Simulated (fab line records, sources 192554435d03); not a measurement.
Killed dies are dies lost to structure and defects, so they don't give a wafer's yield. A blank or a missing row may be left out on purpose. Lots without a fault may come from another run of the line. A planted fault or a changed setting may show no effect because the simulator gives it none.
Which tool did it? | flow n5_finfet | 11 lots, 33 wafers sampled, at 4 steps of a route of 1938

WHAT THE GAUGES READ, wafer by wafer
N5_PASSIVATION_OVL_MEAS_66.
lot  | measured     | on         | PASS_OPEN_OVL (nm)
L766 | day 11 08:44 | overlay-01 | -2 -9 1
L768 | day 12 11:26 | overlay-01 | -5 -5 -3
L769 | day 12 10:53 | overlay-02 | -2 -2 -6
L771 | day 13 13:07 | overlay-01 | -7 -6 -11
L772 | day 13 13:41 | overlay-02 | -4 -1 -7
L780 | day 15 23:47 | overlay-02 | 5 -1 0
L783 | day 16 19:41 | overlay-02 | -2 -7 0
L784 | day 16 23:43 | overlay-01 | 3 9 3
L786 | day 17 22:13 | overlay-02 | -12 -5 1
L789 | day 17 21:52 | overlay-01 | -6 -10 0
L788 | day 18 02:56 | overlay-01 | 4 0 8

WHICH TOOL RAN EACH LOT (tool, then ch and the chambers of the sampled wafers, then the start)
lot  | N5_BEOL_M2_ECD_50              | N5_MIM_TOP_LITHO_DESCUM_10         | N5_PASSIVATION_PECVD_55
L766 | ecd_cu-01 ch 0,1, day 6 14:25  | rie_diel-04 ch 1,2, day 11 02:09   | pecvd-01 ch 0,1,2, day 11 04:01
L768 | ecd_cu-01 ch 0,1, day 7 08:49  | rie_diel-04 ch 1,3, day 12 05:28   | pecvd-01 ch 0,1,2, day 12 07:13
L769 | ecd_cu-01 ch 0,1, day 7 10:09  | rie_diel-05 ch 0,1, day 12 05:16   | pecvd-03 ch 0,2, day 12 07:01
L771 | ecd_cu-01 ch 0,1, day 8 04:40  | rie_diel-05 ch 0,1,3, day 13 06:47 | pecvd-02 ch 1,2, day 13 08:35
L772 | ecd_cu-01 ch 0,1, day 8 06:35  | rie_diel-04 ch 1,3, day 13 06:30   | pecvd-02 ch 1,2, day 13 08:16
L780 | ecd_cu-02 ch 0,1, day 10 08:22 | rie_diel-04 ch 2,3, day 15 13:32   | pecvd-03 ch 0,1,2, day 15 15:22
L783 | ecd_cu-02 ch 0,1, day 11 11:19 | rie_diel-04 ch 0,2, day 16 12:57   | pecvd-01 ch 0,1,2, day 16 14:44
L784 | ecd_cu-02 ch 0,1, day 11 17:05 | rie_diel-04 ch 0,1,3, day 16 17:32 | pecvd-02 ch 0,1,2, day 16 19:26
L786 | ecd_cu-02 ch 0,1, day 11 22:53 | rie_diel-04 ch 1,2, day 17 10:42   | pecvd-03 ch 0,1,2, day 17 12:58
L789 | ecd_cu-01 ch 0,1, day 12 11:50 | rie_diel-03 ch 1,2, day 17 10:48   | pecvd-02 ch 0,1, day 17 13:01
L788 | ecd_cu-01 ch 0,1, day 12 21:29 | rie_diel-03 ch 0,1, day 17 19:02   | pecvd-03 ch 0,1,2, day 17 21:15
- N5_BEOL_M2_ECD_50: material Cu, target thk 300 nm.
- N5_MIM_TOP_LITHO_DESCUM_10: chemistry O2, time 7.9 s.
- N5_PASSIVATION_PECVD_55: deposits SiO2 from SiH4/N2O, target thk 400 nm, time 22.5 s.

WHAT THE TOOLS THEMSELVES READ (means of the sampled wafers that have a number; where no wafer has one, the mark that the record gives instead)
N5_MIM_TOP_LITHO_DESCUM_10.
lot  | tool        | chamber_pressure_mTorr (mTorr) | drypump_motor_current_A (A) | oes_product_au (a.u.) | rf_vpp_V (V) | showerhead_plenum_p_Torr (Torr) | throttle_valve_pct (%)
L766 | rie_diel-04 | 20.016                         | 6.3                         | 0.89                  | 243.6        | 2.12                            | 20.52
L768 | rie_diel-04 | 19.989                         | 6.3                         | 0.79                  | 243.0        | 2.09                            | 20.63
L769 | rie_diel-05 | 19.997                         | 5.6                         | 0.78                  | 244.9        | 2.19                            | 20.27
L771 | rie_diel-05 | 19.994                         | 5.7                         | 0.76                  | 243.8        | 2.13                            | 20.39
L772 | rie_diel-04 | 20.004                         | 6.4                         | 0.84                  | 243.9        | 2.11                            | 20.53
L780 | rie_diel-04 | 20.005                         | 6.2                         | 0.70                  | 241.8        | 2.05                            | 20.80
L783 | rie_diel-04 | 19.991                         | 6.1                         | 0.76                  | 243.6        | 2.08                            | 20.68
L784 | rie_diel-04 | 19.987                         | 6.3                         | 0.82                  | 243.6        | 2.11                            | 20.52
L786 | rie_diel-04 | 19.994                         | 6.2                         | 0.74                  | 242.5        | 2.08                            | 20.74
L789 | rie_diel-03 | 20.003                         | 5.6                         | 0.75                  | 243.1        | 2.12                            | 20.22
L788 | rie_diel-03 | 20.013                         | 5.5                         | 0.73                  | 242.1        | 2.02                            | 20.24

N5_PASSIVATION_PECVD_55.
lot  | tool     | heater_power_w (W) | showerhead_plenum_p_Torr (Torr) | throttle_valve_pct (%)
L766 | pecvd-01 | 614                | 8.20                            | 54
L768 | pecvd-01 | 620                | 8.21                            | 53
L769 | pecvd-03 | 644                | 8.07                            | 46
L771 | pecvd-02 | 586                | 8.18                            | 56
L772 | pecvd-02 | 532                | 8.16                            | 56
L780 | pecvd-03 | 657                | 8.14                            | 49
L783 | pecvd-01 | 616                | 8.21                            | 54
L784 | pecvd-02 | 607                | 8.09                            | 55
L786 | pecvd-03 | 652                | 8.14                            | 49
L789 | pecvd-02 | 605                | 8.08                            | 56
L788 | pecvd-03 | 655                | 8.13                            | 49

THE ANSWER, worked out from the rows above alone
Rule: what is usual is taken from the lots themselves. Put in order of their means at a reading, lots are off if they are a third of the lots or fewer, leave a main group of 4 or more, and stand apart from it by a gap of 3 or more times the standard deviation of the main group's means; of several such gaps the widest counts. A main group whose means are all the same, to the digits that the tables above print for the reading, isn't used. A lot without any number at a reading at which 4 lots or more have one is off too. The other lots that the step has rows for count as sound. The gauges are gone through in route order, then the tools' own readings, and for those a lot's mean is taken as printed above. The first step at which some lot is off is used, and at that step the reading that is off furthest; a lot without a number counts as furthest.
No lot is off at any reading shown: from this, nothing can be told.

WHAT THE SIMULATOR HAD PUT IN
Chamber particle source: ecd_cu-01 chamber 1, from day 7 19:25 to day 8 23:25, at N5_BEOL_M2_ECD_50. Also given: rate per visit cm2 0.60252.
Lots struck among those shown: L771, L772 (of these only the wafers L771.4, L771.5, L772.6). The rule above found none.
